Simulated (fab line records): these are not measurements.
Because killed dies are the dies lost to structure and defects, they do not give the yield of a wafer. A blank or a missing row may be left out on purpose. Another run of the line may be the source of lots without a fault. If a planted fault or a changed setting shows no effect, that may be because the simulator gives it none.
fab line records | flow n5-finfet
record: lots: 24 wafers: 72 last-day: 18
route steps=1938 shown BEOL_M5@1193 BEOL_M6@1194 BEOL_M7@1266
lots that met no fault: from a run of the same line without faults
start-h: start of the lot's first displayed wafer, in hours after the record's first day | wait-h: hours from the lot's prior step to this one | " repeats the value in the row above | L1.1+2: a single row standing in for several wafers | - no value present, or no start provided | * or withheld: withheld | < > ~ a bound
route shown NAME@n: names a module that has steps shown in the file, with the first one's number in the route | usual: average and standard deviation across the fault-free wafers | same: alike in all rows | chamber/n: place in a boat | sites: readings site by site | _std_site: standard deviation of those values | _edge_site: mean of outer sites minus mean of inner sites | radius-mm: how far each site lies from the wafer's centre | mask NAME#n: copy n | behind: tool/chamber where the wafer was last shaped | hold: what put the lot on hold/how long, in hours/how the hold closed | device: which transistor (n, p or np) failed to switch | end of line: the same wafers' tests at the end of the route | a step without rows: its recipe alone | killed: count of dies lost to structure and defects at first sort (not the wafer's yield) | map: a wafer's dies, marking killed ones x, the rest . and places with no die _
set.NAME: setting as actually run; set.NAME@STEP: the setting as run at that earlier step | model.NAME: the simulator's own value behind a step, which no gauge read
the route's steps for a sample of lots (tables are steps, rows are wafers)
services: a tool's chamber out of use, with start hour (start-h, from the record's first day; less than 0 if before it), hours out, and reason
== steps ==
step: N5_BEOL_M5_INSPECT_58
recipe: inspect-instrument: darkfield mode: post-dep
usual: raw-defect-count: 73/23
columns lot.wafer tool chamber start-h wait-h raw-defect-count
L074.2 defect-inspect-01 - 181.06 0.0 73
L074.3 " - " " 94
L074.4 " - " " 94
L075.1 defect-inspect-02 - 191.00 0.0 68
L075.2 " - " " 126
L075.5 " - " " 76
L076.2 defect-inspect-02 - 199.94 0.0 61
L076.4 " - " " 93
L076.5 " - " " 65
L077.3 defect-inspect-02 - 206.00 0.0 46
L077.5 " - " " 75
L077.6 " - " " 62
L078.1 defect-inspect-02 - 208.18 0.0 94
L078.4 " - " " 99
L078.5 " - " " 76
L079.1 defect-inspect-02 - 222.01 0.0 48
L079.3 " - " " 30
L079.5 " - " " 51
L080.2 defect-inspect-01 - 225.58 0.0 78
L080.5 " - " " 65
L080.6 " - " " 53
L081.1 defect-inspect-01 - 229.66 0.0 66
L081.2 " - " " 72
L081.3 " - " " 75
L084.1 defect-inspect-01 - 232.81 0.0 67
L084.3 " - " " 64
L084.6 " - " " 64
L082.1 defect-inspect-01 - 238.68 0.0 137
L082.3 " - " " 72
L082.5 " - " " 75
L083.2 defect-inspect-02 - 248.52 0.0 72
L083.5 " - " " 50
L083.6 " - " " 62
L085.2 defect-inspect-01 - 254.31 0.0 59
L085.5 " - " " 97
L085.6 " - " " 50
L086.3 defect-inspect-02 - 255.02 0.0 72
L086.4 " - " " 69
L086.5 " - " " 67
L087.1 defect-inspect-02 - 268.92 0.0 70
L087.4 " - " " 73
L087.5 " - " " 76
L088.2 defect-inspect-02 - 273.35 0.0 42
L088.3 " - " " 58
L088.5 " - " " 26
L090.1 defect-inspect-01 - 275.04 0.0 84
L090.2 " - " " 52
L090.3 " - " " 56
L089.1 defect-inspect-01 - 275.80 0.0 43
L089.2 " - " " 44
L089.4 " - " " 80
L091.3 defect-inspect-02 - 283.12 0.0 95
L091.4 " - " " 69
L091.6 " - " " 73
L092.4 defect-inspect-02 - 291.99 0.0 79
L092.5 " - " " 86
L092.6 " - " " 64
L095.1 defect-inspect-01 - 297.79 0.0 81
L095.2 " - " " 62
L095.3 " - " " 91
L093.1 defect-inspect-02 - 302.06 0.0 61
L093.4 " - " " 75
L093.6 " - " " 106
L094.1 defect-inspect-01 - 308.98 0.0 64
L094.2 " - " " 63
L094.3 " - " " 80
L096.1 defect-inspect-02 - 315.16 0.0 53
L096.3 " - " " 84
L096.4 " - " " 52
L097.1 defect-inspect-02 - 320.04 0.0 46
L097.3 " - " " 43
L097.6 " - " " 57
step: N5_BEOL_M6_ILD_DEP_00
recipe: material: SiCOH_lowk target-thk-a: 1797.5 temp-c: 300 precursor: DEMS/porogen pressure-torr: 5 rf-w: 500 time-s: 33.4
usual: heater-power-w: 319/50 rf-fwd-power-W: 495.2/1.8 showerhead-plenum-p-Torr: 5.734/0.016 throttle-valve-pct: 13.8/0.8
columns lot.wafer tool chamber start-h wait-h heater-power-w rf-fwd-power-W showerhead-plenum-p-Torr throttle-valve-pct
L074.2 pecvd-03 1 181.10 0.0 319 497.2 5.752 15.4
L074.3 " 2 " " 323 494.9 5.728 12.9
L074.4 " 1 " " 319 498.1 5.753 15.1
L075.1 pecvd-04 0 191.03 0.0 215 493.8 5.723 13.5
L075.2 " 2 " " 363 496.8 5.722 13.2
L075.5 " 0 " " 222 493.8 5.722 13.3
L076.2 pecvd-02 2 199.98 0.0 247 496.0 5.723 14.2
L076.4 " 0 " " 342 498.7 5.735 13.8
L076.5 " 1 " " 234 494.0 5.759 14.7
L077.3 pecvd-04 0 206.03 0.0 262 491.8 5.721 13.4
L077.5 " 2 " " 373 494.3 5.744 12.8
L077.6 " 0 " " 267 494.7 5.739 13.6
L078.1 pecvd-04 0 208.22 0.0 239 491.9 5.750 13.5
L078.4 " 1 " " 321 498.4 5.752 13.0
L078.5 " 2 " " 406 493.5 5.726 13.0
L079.1 pecvd-04 1 222.05 0.0 388 496.0 5.727 13.3
L079.3 " 2 " " 420 497.1 5.739 12.9
L079.5 " 2 " " 415 497.0 5.733 13.0
L080.2 pecvd-03 2 225.61 0.0 342 494.8 5.707 12.9
L080.5 " 1 " " 313 497.2 5.734 15.1
L080.6 " 0 " " 382 497.8 5.753 14.3
L081.1 pecvd-03 1 229.70 0.0 304 493.7 5.746 15.1
L081.2 " 0 " " 398 493.6 5.758 14.1
L081.3 " 2 " " 321 496.2 5.738 13.0
L084.1 pecvd-03 2 232.85 0.0 306 494.9 5.712 13.0
L084.3 " 0 " " 373 494.8 5.749 14.3
L084.6 " 0 " " 390 496.2 5.763 14.3
L082.1 pecvd-04 0 238.72 0.0 243 493.8 5.724 13.6
L082.3 " 1 " " 376 494.9 5.713 13.0
L082.5 " 1 " " 387 492.4 5.727 13.3
L083.2 pecvd-02 1 248.55 0.0 299 494.3 5.758 14.6
L083.5 " 0 " " 311 496.6 5.714 14.3
L083.6 " 1 " " 230 495.4 5.759 14.8
L085.2 pecvd-02 2 254.34 0.0 251 494.1 5.712 12.8
L085.5 " 2 " " 265 495.4 5.717 12.9
L085.6 " 0 " " 337 496.2 5.699 14.1
L086.3 pecvd-04 1 255.06 0.0 369 495.9 5.730 12.8
L086.4 " 1 " " 374 496.8 5.733 13.1
L086.5 " 0 " " 264 491.3 5.733 13.6
L087.1 pecvd-03 1 268.96 0.0 264 496.5 5.744 15.0
L087.4 " 0 " " 341 494.8 5.753 14.3
L087.5 " 2 " " 336 496.4 5.725 13.0
L088.2 pecvd-02 1 273.39 0.0 265 493.5 5.766 14.6
L088.3 " 2 " " 289 496.5 5.703 13.1
L088.5 " 0 " " 341 494.9 5.717 14.1
L090.1 pecvd-03 2 275.07 0.0 321 493.1 5.714 13.0
L090.2 " 1 " " 244 494.6 5.754 15.2
L090.3 " 0 " " 396 493.0 5.753 14.2
L089.1 pecvd-04 2 275.84 0.0 366 497.0 5.724 12.9
L089.2 " 0 " " 268 493.9 5.731 13.5
L089.4 " 0 " " 275 493.6 5.719 13.5
L091.3 pecvd-02 2 283.15 0.0 304 494.3 5.715 12.9
L091.4 " 0 " " 331 496.6 5.724 14.1
L091.6 " 2 " " 293 493.9 5.734 12.8
L092.4 pecvd-02 1 292.05 0.1 272 494.8 5.772 14.5
L092.5 " 2 " " 262 493.2 5.734 12.9
L092.6 " 0 " " 294 494.4 5.709 14.3
L095.1 pecvd-03 1 297.83 0.0 301 496.0 5.741 15.0
L095.2 " 0 " " 393 496.7 5.746 14.2
L095.3 " 2 " " 312 496.3 5.742 13.1
L093.1 pecvd-02 1 302.10 0.0 293 494.1 5.750 14.7
L093.4 " 1 " " 228 494.9 5.746 14.7
L093.6 " 2 " " 270 495.1 5.723 12.8
L094.1 pecvd-04 2 309.02 0.0 399 491.8 5.739 12.8
L094.2 " 0 " " 264 494.3 5.723 13.4
L094.3 " 1 " " 373 496.6 5.728 12.9
L096.1 pecvd-03 2 315.20 0.0 348 496.1 5.725 13.1
L096.3 " 1 " " 282 495.4 5.745 15.2
L096.4 " 1 " " 289 496.3 5.744 15.5
L097.1 pecvd-02 2 320.07 0.0 255 497.3 5.707 13.4
L097.3 " 0 " " 343 497.3 5.727 14.2
L097.6 " 2 " " 267 494.8 5.723 13.2
step: N5_BEOL_M6_INSPECT_13
recipe: mode: adi inspect-instrument: brightfield
usual: raw-defect-count: 441/120
columns lot.wafer tool chamber start-h wait-h raw-defect-count
L074.2 defect-inspect-02 - 183.59 0.0 435
L074.3 " - " " 507
L074.4 " - " " 623
L075.1 defect-inspect-01 - 192.94 0.0 291
L075.2 " - " " 371
L075.5 " - " " 332
L076.2 defect-inspect-02 - 202.10 0.0 591
L076.4 " - " " 457
L076.5 " - " " 394
L077.3 defect-inspect-01 - 207.72 0.0 402
L077.5 " - " " 720
L077.6 " - " " 422
L078.1 defect-inspect-01 - 211.25 0.0 616
L078.4 " - " " 560
L078.5 " - " " 637
L079.1 defect-inspect-02 - 223.79 0.0 307
L079.3 " - " " 244
L079.5 " - " " 397
L080.2 defect-inspect-01 - 227.09 0.0 357
L080.5 " - " " 395
L080.6 " - " " 319
L081.1 defect-inspect-02 - 231.02 0.0 334
L081.2 " - " " 384
L081.3 " - " " 412
L084.1 defect-inspect-01 - 234.72 0.0 404
L084.3 " - " " 524
L084.6 " - " " 392
L082.1 defect-inspect-02 - 240.89 0.0 594
L082.3 " - " " 597
L082.5 " - " " 839
L083.2 defect-inspect-01 - 249.80 0.0 403
L083.5 " - " " 448
L083.6 " - " " 396
L085.2 defect-inspect-02 - 256.79 0.0 435
L085.5 " - " " 670
L085.6 " - " " 574
L086.3 defect-inspect-02 - 256.98 0.0 434
L086.4 " - " " 711
L086.5 " - " " 492
L087.1 defect-inspect-01 - 272.90 0.0 333
L087.4 " - " " 318
L087.5 " - " " 435
L088.2 defect-inspect-02 - 275.07 0.0 350
L088.3 " - " " 377
L088.5 " - " " 342
L090.1 defect-inspect-01 - 277.84 0.0 303
L090.2 " - " " 410
L090.3 " - " " 313
L089.1 defect-inspect-02 - 278.04 0.0 379
L089.2 " - " " 432
L089.4 " - " " 401
L091.3 defect-inspect-02 - 286.02 0.0 401
L091.4 " - " " 359
L091.6 " - " " 434
L092.4 defect-inspect-02 - 294.10 0.0 376
L092.5 " - " " 346
L092.6 " - " " 253
L095.1 defect-inspect-01 - 300.94 0.0 619
L095.2 " - " " 464
L095.3 " - " " 470
L093.1 defect-inspect-01 - 304.44 0.0 275
L093.4 " - " " 286
L093.6 " - " " 342
L094.1 defect-inspect-02 - 311.53 0.0 434
L094.2 " - " " 359
L094.3 " - " " 278
L096.1 defect-inspect-02 - 316.49 0.0 450
L096.3 " - " " 577
L096.4 " - " " 628
L097.1 defect-inspect-02 - 321.24 0.0 342
L097.3 " - " " 327
L097.6 " - " " 370
step: N5_BEOL_M6_HM_OPEN_17
recipe: chemistry: Cl2/BCl3 target-depth-a: 200 overetch-a: 60 target: TiN mask-material: SOC ion-energy-ev: 150 pressure-mtorr: 10 icp-w: 1000 bias-w: 126 Cl2_flow_sccm: 53.25 bcl3-flow-sccm: 21.75 Ar_flow_sccm: 25
usual: drypump-motor-current-A: 5.7/0.38 oes-product-au: 0.63/0.058 rf-fwd-power-W: 993/3.3 throttle-valve-pct: 22.02/0.15
columns lot.wafer tool chamber start-h wait-h drypump-motor-current-A oes-product-au rf-fwd-power-W rf-hours-counter-h throttle-valve-pct
L074.2 rie-metal-01 0 183.90 0.0 6.0 0.57 991 86 21.94
L074.3 " 1 " " 6.6 0.66 991 - 21.69
L074.4 " 0 " " 6.0 0.58 988 - 21.93
L075.1 rie-metal-02 1 193.55 0.0 6.0 0.62 994 60 21.97
L075.2 " 0 " " 5.2 0.79 997 5 21.83
L075.5 " 0 " " 5.2 0.79 990 - 21.83
L076.2 rie-metal-03 0 202.41 0.0 5.4 0.61 994 63 22.17
L076.4 " 1 " " 5.8 0.60 990 - 22.09
L076.5 " 0 " " 5.4 0.62 993 - 22.16
L077.3 rie-metal-03 0 208.06 0.1 5.4 0.61 992 - 22.13
L077.5 " 1 " " 5.8 0.61 994 - 22.09
L077.6 " 0 " " 5.4 0.62 995 - 22.14
L078.1 rie-metal-02 0 212.00 0.0 5.2 0.77 992 8 21.84
L078.4 " 0 " " 5.2 0.79 994 - 21.85
L078.5 " 0 " " 5.2 0.77 992 - 21.84
L079.1 rie-metal-03 1 224.10 0.0 5.8 0.61 993 70 22.11
L079.3 " 0 " " 5.4 0.60 994 - 22.18
L079.5 " 1 " " 5.7 0.60 995 - 22.10
L080.2 rie-metal-02 0 227.67 0.0 5.2 0.78 994 9 21.84
L080.5 " 0 " " 5.3 0.76 996 - 21.85
L080.6 " 1 " " 6.0 0.63 998 - 21.98
L081.1 rie-metal-01 1 231.33 0.0 6.5 0.65 995 41 21.69
L081.2 " 0 " " 6.0 0.57 992 91 21.94
L081.3 " 1 " " 6.5 0.66 998 - 21.68
L084.1 rie-metal-01 1 235.06 0.0 6.5 0.64 995 41 21.70
L084.3 " 0 " " 6.0 0.57 988 - 21.95
L084.6 " 0 " " 6.0 0.57 990 - 21.96
L082.1 rie-metal-03 1 241.21 0.0 5.8 0.61 991 72 22.11
L082.3 " 0 " " 5.4 0.61 996 - 22.15
L082.5 " 1 " " 5.8 0.60 992 - 22.11
L083.2 rie-metal-02 0 250.76 0.0 5.2 0.75 991 12 21.85
L083.5 " 1 " " 6.0 0.62 993 - 21.98
L083.6 " 0 " " 5.2 0.75 996 - 21.86
L085.2 rie-metal-03 1 257.69 0.0 5.8 0.60 990 73 22.11
L085.5 " 0 " " 5.4 0.61 996 - 22.16
L085.6 " 1 " " 5.8 0.60 989 - 22.09
L086.3 rie-metal-01 1 257.98 0.1 6.6 0.65 993 - 21.69
L086.4 " 0 " " 6.0 0.58 987 - 21.91
L086.5 " 1 " " 6.6 0.65 992 - 21.68
L087.1 rie-metal-02 1 273.21 0.0 6.0 0.61 993 67 22.00
L087.4 " 1 " " 6.0 0.62 1000 - 21.96
L087.5 " 1 " " 6.0 0.62 996 - 21.97
L088.2 rie-metal-02 1 275.38 0.0 6.0 0.61 1000 67 21.99
L088.3 " 1 " " 6.0 0.61 999 - 21.97
L088.5 " 0 " " 5.2 0.75 996 - 21.85
L090.1 rie-metal-03 1 278.15 0.0 5.8 0.60 991 74 22.11
L090.2 " 0 " " 5.3 0.60 992 69 22.18
L090.3 " 1 " " 5.8 0.59 992 - 22.11
L089.1 rie-metal-03 1 278.35 0.0 5.8 0.60 996 74 22.12
L089.2 " 0 " " 5.4 0.60 994 69 22.18
L089.4 " 0 " " 5.4 0.59 998 - 22.16
L091.3 rie-metal-03 0 287.23 0.1 5.4 0.60 996 - 22.16
L091.4 " 1 " " 5.8 0.60 989 - 22.11
L091.6 " 1 " " 5.8 0.60 988 - 22.09
L092.4 rie-metal-03 1 294.44 0.1 5.8 0.59 990 - 22.12
L092.5 " 0 " " 5.4 0.59 998 - 22.19
L092.6 " 1 " " 5.8 0.59 992 - 22.11
L095.1 rie-metal-03 1 301.25 0.0 5.8 0.60 993 76 22.11
L095.2 " 0 " " 5.4 0.60 996 71 22.18
L095.3 " 1 " " 5.8 0.60 999 - 22.09
L093.1 rie-metal-03 0 304.79 0.0 5.4 0.60 997 71 22.16
L093.4 " 0 " " 5.4 0.60 998 - 22.17
L093.6 " 0 " " 5.4 0.60 996 - 22.17
L094.1 rie-metal-03 1 312.09 0.0 5.8 0.59 987 78 22.12
L094.2 " 0 " " 5.4 0.59 993 73 22.19
L094.3 " 0 " " 5.4 0.60 995 - 22.17
L096.1 rie-metal-03 0 316.87 0.0 5.4 0.60 999 73 22.17
L096.3 " 0 " " 5.4 0.59 993 - 22.19
L096.4 " 1 " " 5.8 0.59 987 - 22.13
L097.1 rie-metal-02 1 321.55 0.0 6.0 0.60 997 72 22.01
L097.3 " 0 " " 5.2 0.73 990 - 21.86
L097.6 " 0 " " 5.2 0.73 993 - 21.86
step: N5_BEOL_M6_STRIP_36
recipe: chemistry: N2/H2 power-w: 450 temp-c: 40 pressure-mtorr: 20 rf-frequency-hz: 6e+07 overash-fraction: 0.3 bias-power-w: 7 h2-frac: 0.5 n2-flow-sccm: 200 h2-flow-sccm: 200
usual: drypump-motor-current-A: 5.8/0.44 oes-product-au: 0.79/0.079 rf-vpp-V: 59.0/1.5 showerhead-plenum-p-Torr: 2.57/0.099 throttle-valve-pct: 23.7/0.31
columns lot.wafer tool chamber start-h wait-h drypump-motor-current-A oes-product-au rf-hours-counter-h rf-vpp-V showerhead-plenum-p-Torr throttle-valve-pct
L074.2 rie-diel-01 0 185.07 0.0 5.6 0.74 181 57.6 2.42 23.9
L074.3 " 1 " " 5.6 0.85 55 59.3 2.69 23.4
L074.4 " 3 " " 6.2 0.77 130 57.4 2.65 23.7
L075.1 rie-diel-06 2 194.57 0.0 5.4 0.73 180 62.1 2.63 24.0
L075.2 " 1 " " 5.0 0.91 21 59.3 2.47 23.3
L075.5 " 2 " " 5.5 0.73 - 57.9 2.63 24.1
L076.2 rie-diel-02 2 205.67 0.0 6.1 0.77 122 59.2 2.66 23.6
L076.4 " 0 " " 5.5 0.94 8 60.5 2.71 23.4
L076.5 " 2 " " 6.1 0.78 - 61.6 2.66 23.5
L077.3 rie-diel-06 2 211.40 0.0 5.5 0.72 185 59.9 2.63 24.1
L077.5 " 2 " " 5.4 0.72 - 59.0 2.63 24.1
L077.6 " 3 " " 6.4 0.75 - 57.1 2.55 24.3
L078.1 rie-diel-06 0 213.21 0.0 5.7 0.90 33 60.5 2.48 23.5
L078.4 " 3 " " 6.4 0.76 144 58.7 2.55 24.3
L078.5 " 0 " " 5.7 0.90 - 55.4 2.48 23.5
L079.1 rie-diel-02 2 225.79 0.0 6.2 0.76 129 58.1 2.65 23.6
L079.3 " 3 " " 5.9 0.73 151 57.9 2.43 23.4
L079.5 " 3 " " 5.9 0.74 - 57.8 2.43 23.4
L080.2 rie-diel-01 3 228.77 0.0 6.2 0.76 149 56.6 2.65 23.7
L080.5 " 3 " " 6.2 0.76 - 59.6 2.65 23.7
L080.6 " 0 " " 5.6 0.71 - 60.7 2.41 23.9
L081.1 rie-diel-06 1 232.64 0.0 5.0 0.87 34 59.8 2.47 23.3
L081.2 " 2 " " 5.4 0.72 192 59.1 2.63 24.1
L081.3 " 3 " " 6.4 0.75 150 59.3 2.55 24.3
L084.1 rie-diel-02 1 237.70 0.0 6.5 0.69 241 59.2 2.61 23.9
L084.3 " 2 " " 6.1 0.77 133 57.8 2.65 23.6
L084.6 " 3 " " 5.9 0.74 - 58.6 2.43 23.4
L082.1 rie-diel-06 3 242.59 0.0 6.4 0.77 153 57.4 2.54 24.3
L082.3 " 1 " " 5.0 0.88 37 59.5 2.47 23.3
L082.5 " 2 " " 5.4 0.72 - 58.8 2.62 24.1
L083.2 rie-diel-06 1 252.65 0.0 5.0 0.86 42 57.1 2.47 23.3
L083.5 " 1 " " 5.0 0.87 - 57.7 2.47 23.3
L083.6 " 0 " " 5.7 0.87 - 62.3 2.48 23.5
L085.2 rie-diel-06 0 259.63 0.0 5.7 0.87 53 58.0 2.47 23.6
L085.5 " 2 " " 5.4 0.70 - 60.2 2.62 24.1
L085.6 " 1 " " 5.0 0.86 - 59.4 2.46 23.3
L086.3 rie-diel-01 1 259.82 0.0 5.6 0.82 - 61.5 2.67 23.4
L086.4 " 0 " " 5.6 0.71 - 61.0 2.40 23.9
L086.5 " 0 " " 5.6 0.70 - 58.8 2.40 23.9
L087.1 rie-diel-02 3 274.18 0.0 5.9 0.71 164 59.1 2.43 23.4
L087.4 " 2 " " 6.1 0.75 141 60.6 2.65 23.6
L087.5 " 1 " " 6.5 0.68 - 59.6 2.61 23.8
L088.2 rie-diel-02 0 277.25 0.0 5.5 0.91 28 59.3 2.70 23.5
L088.3 " 2 " " 6.1 0.76 142 59.3 2.65 23.6
L088.5 " 2 " " 6.1 0.76 - 58.2 2.65 23.6
L090.1 rie-diel-02 3 278.99 0.0 5.9 0.72 166 60.4 2.43 23.4
L090.2 " 2 " " 6.1 0.75 142 61.4 2.65 23.6
L090.3 " 0 " " 5.5 0.90 28 56.7 2.70 23.4
L089.1 rie-diel-02 3 279.39 0.0 5.8 0.73 166 59.8 2.43 23.4
L089.2 " 0 " " 5.5 0.91 29 60.2 2.70 23.5
L089.4 " 0 " " 5.5 0.89 - 56.7 2.70 23.5
L091.3 rie-diel-02 0 288.97 0.0 5.5 0.90 34 59.6 2.70 23.5
L091.4 " 3 " " 5.9 0.72 - 56.0 2.42 23.4
L091.6 " 2 " " 6.1 0.74 - 59.9 2.64 23.6
L092.4 rie-diel-06 1 297.20 0.0 5.0 0.85 51 57.3 2.46 23.3
L092.5 " 3 " " 6.4 0.74 - 58.0 2.53 24.3
L092.6 " 2 " " 5.4 0.70 - 60.9 2.61 24.1
L095.1 rie-diel-06 1 303.42 0.0 5.0 0.84 54 56.6 2.46 23.3
L095.2 " 2 " " 5.4 0.71 223 58.0 2.61 24.1
L095.3 " 3 " " 6.4 0.73 178 60.6 2.53 24.3
L093.1 rie-diel-02 2 306.40 0.0 6.1 0.75 154 60.1 2.64 23.6
L093.4 " 0 " " 5.5 0.87 39 58.8 2.69 23.5
L093.6 " 1 " " 6.5 0.96 - 61.2 2.61 23.5
L094.1 rie-diel-02 1 314.63 0.0 6.5 0.93 7 60.2 2.61 23.5
L094.2 " 3 " " 5.9 0.71 180 60.1 2.42 23.4
L094.3 " 0 " " 5.5 0.87 42 58.1 2.69 23.5
L096.1 rie-diel-02 0 318.01 0.0 5.5 0.88 44 59.1 2.69 23.4
L096.3 " 2 " " 6.1 0.73 158 58.7 2.64 23.6
L096.4 " 1 " " 6.5 0.94 9 60.5 2.61 23.5
L097.1 rie-diel-01 1 325.48 0.0 5.6 0.77 115 58.7 2.66 23.5
L097.3 " 2 " " 5.1 0.92 20 61.6 2.59 23.7
L097.6 " 1 " " 5.6 0.78 - 59.8 2.66 23.4
step: N5_BEOL_M7_PECVD_70
recipe: material: SiO2 target-thk-a: 200 temp-c: 400 precursor: TEOS/O2 pressure-torr: 5.5 rf-w: 450 teos-flow-sccm: 53.8 gas: O2 flow-sccm: 3000 time-s: 22.7
usual: heater-power-w: 684/79 rf-fwd-power-W: 445.0/1.7 showerhead-plenum-p-Torr: 8.77/0.083 throttle-valve-pct: 22.3/0.9
columns lot.wafer tool chamber start-h wait-h heater-power-w rf-fwd-power-W showerhead-plenum-p-Torr throttle-valve-pct
L074.2 pecvd-02 0 189.91 0.0 766 446.5 8.69 22.8
L074.3 " 1 " " 659 443.5 8.87 23.8
L074.4 " 2 " " 609 444.7 8.74 22.9
L075.1 pecvd-01 0 200.14 0.0 757 443.1 8.74 22.4
L075.2 " 1 " " 667 444.8 8.90 22.6
L075.5 " 1 " " 667 443.3 8.90 22.8
L076.2 pecvd-04 2 209.27 0.0 777 445.8 8.72 20.9
L076.4 " 2 " " 786 445.2 8.74 21.0
L076.5 " 1 " " 825 445.3 8.74 21.1
L077.3 pecvd-01 0 215.14 0.0 766 445.6 8.74 22.2
L077.5 " 0 " " 767 444.5 8.75 22.4
L077.6 " 1 " " 624 445.4 8.91 22.8
L078.1 pecvd-01 0 217.33 0.0 728 444.6 8.76 22.5
L078.4 " 0 " " 734 443.9 8.75 22.6
L078.5 " 1 " " 657 447.0 8.89 22.8
L079.1 pecvd-01 0 228.81 0.0 774 442.0 8.75 22.2
L079.3 " 2 " " 647 445.4 8.70 21.3
L079.5 " 1 " " 598 444.4 8.91 22.9
L080.2 pecvd-01 0 232.96 0.0 747 443.1 8.75 22.5
L080.5 " 2 " " 649 447.1 8.70 21.2
L080.6 " 1 " " 652 445.7 8.88 22.7
L081.1 pecvd-02 1 236.26 0.0 701 444.9 8.88 23.4
L081.2 " 2 " " 642 443.7 8.70 21.0
L081.3 " 0 " " 759 445.2 8.70 22.8
L084.1 pecvd-02 2 241.66 0.0 665 443.9 8.72 21.0
L084.3 " 0 " " 722 449.0 8.71 22.5
L084.6 " 0 " " 708 446.1 8.68 22.8
L082.1 pecvd-01 1 246.36 0.0 590 442.3 8.91 22.7
L082.3 " 0 " " 765 442.5 8.76 22.2
L082.5 " 0 " " 760 444.6 8.74 22.3
L083.2 pecvd-01 1 255.74 0.0 648 442.6 8.90 22.9
L083.5 " 0 " " 759 445.7 8.74 22.5
L083.6 " 1 " " 643 445.5 8.91 22.6
L085.2 pecvd-02 1 264.37 0.0 608 441.4 8.86 23.9
L085.5 " 0 " " 787 446.6 8.68 22.6
L085.6 " 2 " " 635 444.0 8.69 21.1
L086.3 pecvd-04 1 264.60 0.0 797 443.3 8.75 20.9
L086.4 " 1 " " 810 448.4 8.75 20.9
L086.5 " 2 " " 934 444.0 8.75 21.1
L087.1 pecvd-02 0 278.76 0.0 724 446.5 8.69 23.2
L087.4 " 0 " " 736 446.0 8.67 22.7
L087.5 " 1 " " 627 444.1 8.87 23.6
L088.2 pecvd-01 2 280.39 0.0 572 443.4 8.68 21.4
L088.3 " 1 " " 654 444.1 8.88 22.8
L088.5 " 0 " " 716 446.0 8.76 22.5
L090.1 pecvd-01 0 286.46 0.0 722 447.1 8.75 22.4
L090.2 " 1 " " 644 446.5 8.92 22.6
L090.3 " 2 " " 564 446.6 8.70 21.5
L089.1 pecvd-01 1 286.87 0.0 588 445.0 8.91 22.8
L089.2 " 0 " " 634 444.0 8.73 22.5
L089.4 " 0 " " 652 442.5 8.75 22.7
L091.3 pecvd-02 1 293.34 0.0 589 444.7 8.87 23.8
L091.4 " 0 " " 730 449.4 8.68 22.9
L091.6 " 2 " " 644 442.4 8.69 20.8
L092.4 pecvd-01 0 301.93 0.1 767 444.2 8.74 22.4
L092.5 " 2 " " 562 449.8 8.69 21.5
L092.6 " 1 " " 681 445.1 8.91 22.6
L095.1 pecvd-02 1 306.71 0.0 602 444.9 8.87 23.6
L095.2 " 2 " " 695 445.7 8.69 21.0
L095.3 " 0 " " 754 448.2 8.70 22.9
L093.1 pecvd-04 1 309.78 0.0 812 446.6 8.76 21.1
L093.4 " 0 " " 616 444.7 8.75 21.9
L093.6 " 2 " " 915 444.1 8.72 21.3
L094.1 pecvd-02 0 318.45 0.0 667 446.7 8.68 22.9
L094.2 " 1 " " 624 443.6 8.86 24.0
L094.3 " 2 " " 716 443.6 8.72 21.1
L096.1 pecvd-01 0 321.46 0.0 739 443.7 8.74 22.6
L096.3 " 2 " " 663 444.4 8.70 21.3
L096.4 " 0 " " 725 446.5 8.74 22.3
L097.1 pecvd-02 0 328.84 0.0 803 447.3 8.67 23.0
L097.3 " 0 " " 803 446.6 8.69 22.9
L097.6 " 1 " " 685 443.7 8.86 23.9
== services ==
columns tool chamber start-h hours kind
rie-diel-02 - 161.27 0.4 repair
pecvd-03 1 182.27 23.1 repair
rie-diel-01 2 185.30 17.7 repair
rie-diel-02 1 195.81 5.5 repair
rie-diel-02 3 198.03 6.0 repair
pecvd-02 2 202.38 - clean
pecvd-02 2 202.38 - consumable-replace:showerhead
pecvd-02 2 202.38 29.0 scheduled-down
pecvd-02 2 202.38 29.0 vent-cycle
rie-metal-02 1 203.98 7.3 repair
pecvd-03 - 204.38 14.6 pm
pecvd-02 0 222.07 5.5 scheduled-down
pecvd-02 - 227.83 0.8 repair
pecvd-04 2 239.49 10.0 repair
rie-diel-02 - 241.53 15.6 pm
pecvd-02 1 254.31 5.5 scheduled-down
rie-diel-06 1 266.28 23.2 repair
pecvd-01 1 273.93 5.5 scheduled-down
pecvd-03 - 275.77 0.4 repair
rie-metal-03 - 279.19 0.3 repair
pecvd-03 - 280.65 5.5 pm
pecvd-01 0 308.57 10.3 repair
rie-metal-01 - 311.80 2.8 pm
pecvd-04 - 324.79 6.0 pm
== key ==
fault none
